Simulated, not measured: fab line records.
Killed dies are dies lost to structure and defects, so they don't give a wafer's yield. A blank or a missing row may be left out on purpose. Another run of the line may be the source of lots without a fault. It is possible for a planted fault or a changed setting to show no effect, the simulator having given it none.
Matching of chambers + flow n5Finfet + N5_BEOL_M10_ILD_DEP_00 on pecvd-01: 3 sister chambers
The step deposits SiCOH lowk from DEMS/porogen, target thk 308.51 nm, time 58 s. 27 wafers are shown with their chamber, then 12 later ones without.

WAFERS PAIRED WITH THEIR CHAMBERS
| wafer  | chamber | throttleValvePct (%) | heaterPowerW (W) | showerheadPlenumPTorr (Torr) |
|--------|---------|----------------------|------------------|------------------------------|
| L074.2 | 0       | 13.4                 | 250              | 5.765                        |
| L074.3 | 2       | 13.6                 | 266              | 5.726                        |
| L074.4 | 2       | 13.2                 | 267              | 5.726                        |
| L077.1 | 2       | 13.3                 | 229              | 5.736                        |
| L077.4 | 0       | 13.5                 | 268              | 5.743                        |
| L077.6 | 1       | 14.5                 | 385              | 5.724                        |
| L079.1 | 2       | 13.4                 | 243              | 5.717                        |
| L079.2 | 1       | 14.6                 | 344              | 5.728                        |
| L079.6 | 0       | 13.7                 | 235              | 5.737                        |
| L081.2 | 1       | 14.7                 | 365              | 5.727                        |
| L081.4 | 1       | 14.6                 | 373              | 5.750                        |
| L081.5 | 2       | 13.3                 | 271              | 5.735                        |
| L083.1 | 0       | 13.5                 | 262              | 5.757                        |
| L083.2 | 1       | 14.2                 | 316              | 5.730                        |
| L083.6 | 1       | 14.8                 | 325              | 5.730                        |
| L084.3 | 1       | 14.4                 | 334              | 5.730                        |
| L084.5 | 1       | 14.4                 | 338              | 5.732                        |
| L084.6 | 0       | 13.7                 | 254              | 5.759                        |
| L085.1 | 2       | 13.5                 | 281              | 5.727                        |
| L085.3 | 0       | 13.9                 | 257              | 5.754                        |
| L085.5 | 0       | 13.5                 | 266              | 5.748                        |
| L086.1 | 2       | 13.5                 | 254              | 5.738                        |
| L086.2 | 0       | 13.6                 | 261              | 5.772                        |
| L086.3 | 1       | 14.6                 | 334              | 5.724                        |
| L087.1 | 0       | 13.6                 | 216              | 5.763                        |
| L087.3 | 1       | 14.8                 | 312              | 5.718                        |
| L087.4 | 0       | 13.4                 | 222              | 5.760                        |

SIGNATURES, as means of the wafers listed above
| reading               | chamber 0 | chamber 1 | chamber 2 | scatter within a chamber |
|-----------------------|-----------|-----------|-----------|--------------------------|
| throttleValvePct      | 13.580    | 14.560    | 13.400    | 0.166                    |
| heaterPowerW          | 249.10    | 342.60    | 258.71    | 20.8                     |
| showerheadPlenumPTorr | 5.75580   | 5.72930   | 5.72929   | 0.00906                  |
Rule: for each reading, subtract the chamber's mean from the wafer's reading, divide by that reading's scatter and square the result; add these up over the readings and take the root, which gives the wafer's distance from the chamber. If the next closest chamber is less than 2 further off than the closest, the wafer can't be placed; otherwise it belongs to the closest. The scatter is the square root of a quotient: the sum, over the shown wafers, of each reading's squared deviation from its chamber's mean, divided by wafers minus chambers.

WAFERS MISSING THEIR CHAMBER
| wafer  | throttleValvePct (%) | heaterPowerW (W) | showerheadPlenumPTorr (Torr) |
|--------|----------------------|------------------|------------------------------|
| L088.1 | 14.8                 | 326              | 5.735                        |
| L088.4 | 14.5                 | 340              | 5.725                        |
| L088.5 | 13.3                 | 274              | 5.747                        |
| L094.1 | 13.8                 | 260              | 5.759                        |
| L094.2 | 14.5                 | 331              | 5.748                        |
| L094.4 | 14.6                 | 341              | 5.733                        |
| L093.1 | 14.5                 | 340              | 5.730                        |
| L093.2 | 13.5                 | 213              | 5.769                        |
| L093.4 | 13.7                 | 219              | 5.749                        |
| L096.3 | 14.7                 | 338              | 5.738                        |
| L096.5 | 13.6                 | 217              | 5.761                        |
| L096.6 | 14.7                 | 353              | 5.727                        |

WHICH CHAMBER EACH WENT THROUGH
| wafer  | from the rows above     | in truth |
|--------|-------------------------|----------|
| L088.1 | 1                       | 1        |
| L088.4 | 1                       | 1        |
| L088.5 | can't be placed: 2 or 0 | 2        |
| L094.1 | 0                       | 0        |
| L094.2 | 1                       | 1        |
| L094.4 | 1                       | 1        |
| L093.1 | 1                       | 1        |
| L093.2 | 0                       | 0        |
| L093.4 | can't be placed: 0 or 2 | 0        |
| L096.3 | 1                       | 1        |
| L096.5 | 0                       | 0        |
| L096.6 | 1                       | 1        |
Correctly placed: 10 of 12. Can't be placed from these rows: 2 (the true chamber is among the candidates in 2). Wrongly placed: 0.
